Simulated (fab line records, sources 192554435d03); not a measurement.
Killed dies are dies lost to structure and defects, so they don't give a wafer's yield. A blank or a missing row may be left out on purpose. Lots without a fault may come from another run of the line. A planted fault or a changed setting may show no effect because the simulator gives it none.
Which tool did it? | flow n5_finfet | 8 lots, 23 wafers sampled, at 5 steps of a route of 1938

WHAT THE GAUGES READ, wafer by wafer
N5_GATE_CUT_THK_MEAS_24.
lot  | measured     | on            | GC_FILL_THK (nm)
L696 | day 5 06:58  | film_metro-02 | 223.9 227.4 225.5
L698 | day 5 16:52  | film_metro-02 | 219.0 221.0 221.4
L699 | day 6 01:49  | film_metro-01 | 217.1 217.5 220.7
L703 | day 7 01:04  | film_metro-02 | 168.7 222.0
L709 | day 8 11:43  | film_metro-01 | 221.8 222.2 222.2
L710 | day 8 17:49  | film_metro-01 | 220.4 223.8 223.7
L713 | day 9 12:37  | film_metro-02 | 219.3 222.4 223.0
L716 | day 10 10:25 | film_metro-01 | 220.5 222.5 220.2

WHICH TOOL RAN EACH LOT (tool, then ch and the chambers of the sampled wafers, then the start)
lot  | N5_GATE_CUT_HM_DEP_46          | N5_GATE_CUT_ETCH_28               | N5_GATE_CUT_HM_OPEN_40            | N5_GATE_CUT_VAPOR_ETCH_51
L696 | pecvd-03 ch 0,1,2, day 5 03:44 | rie_diel-05 ch 0,2, day 5 04:21   | rie_diel-05 ch 0,2, day 5 04:29   | rie_metal-03 ch 1, day 5 04:57
L698 | pecvd-03 ch 1,2, day 5 13:42   | rie_diel-06 ch 0,2,3, day 5 14:16 | rie_diel-06 ch 0,2,3, day 5 14:24 | rie_metal-03 ch 0,1, day 5 14:52
L699 | pecvd-02 ch 0,2, day 5 22:44   | rie_diel-02 ch 0,1, day 5 23:13   | rie_diel-02 ch 0,1, day 5 23:21   | rie_metal-03 ch 0,1, day 5 23:49
L703 | pecvd-02 ch 2, day 6 21:40     | rie_diel-02 ch 2, day 6 22:17     | rie_diel-02 ch 2, day 6 22:24     | rie_metal-03 ch 0, day 6 22:52
L709 | pecvd-03 ch 1,2, day 8 08:31   | rie_diel-02 ch 0,1,2, day 8 09:08 | rie_diel-02 ch 0,1,2, day 8 09:16 | rie_metal-01 ch 0,1, day 8 09:44
L710 | pecvd-04 ch 0,1, day 8 14:30   | rie_diel-06 ch 2,3, day 8 15:07   | rie_diel-06 ch 2,3, day 8 15:15   | rie_metal-01 ch 0,1, day 8 15:44
L713 | pecvd-03 ch 0,1,2, day 9 09:04 | rie_diel-02 ch 2,3, day 9 10:02   | rie_diel-02 ch 2,3, day 9 10:10   | rie_metal-02 ch 0,1, day 9 10:38
L716 | pecvd-03 ch 0,2, day 10 06:52  | rie_diel-05 ch 0,3, day 10 07:22  | rie_diel-05 ch 0,3, day 10 07:29  | rie_metal-02 ch 0,1, day 10 07:58
- N5_GATE_CUT_HM_DEP_46: deposits SiO2 from TEOS/O2, target thk 130 nm, time 26.6 s.
- N5_GATE_CUT_ETCH_28: etches underlayer in N2/H2, target depth 13 nm, time 10.4 s.
- N5_GATE_CUT_HM_OPEN_40: chemistry C4F6/O2, target SiO2, target depth 139 nm, time 85.1 s.
- N5_GATE_CUT_VAPOR_ETCH_51: etches HfO2 in BCl3/Cl2.

THE ANSWER, worked out from the rows above alone
Rule: what is usual is taken from the lots themselves. Put in order of their means at a reading, lots are off if they are a third of the lots or fewer, leave a main group of 4 or more, and stand apart from it by a gap of 3 or more times the standard deviation of the main group's means; of several such gaps the widest counts. A main group whose means are all the same, to the digits that the tables above print for the reading, isn't used. A lot without any number at a reading at which 4 lots or more have one is off too. The other lots that the step has rows for count as sound.
Off: L703, at N5_GATE_CUT_THK_MEAS_24 (GC_FILL_THK). The main group: mean 221.7 nm, standard deviation 2.
A tool fits if, at a process step before that reading, it ran every lot that is off, and no sound lot after the first of them. The gauges at N5_GATE_CUT_THK_MEAS_24 are tried like those tools. Can't be told from this: 2 tools fit, pecvd-02 at N5_GATE_CUT_HM_DEP_46, rie_metal-03 at N5_GATE_CUT_VAPOR_ETCH_51.

WHAT THE SIMULATOR HAD PUT IN
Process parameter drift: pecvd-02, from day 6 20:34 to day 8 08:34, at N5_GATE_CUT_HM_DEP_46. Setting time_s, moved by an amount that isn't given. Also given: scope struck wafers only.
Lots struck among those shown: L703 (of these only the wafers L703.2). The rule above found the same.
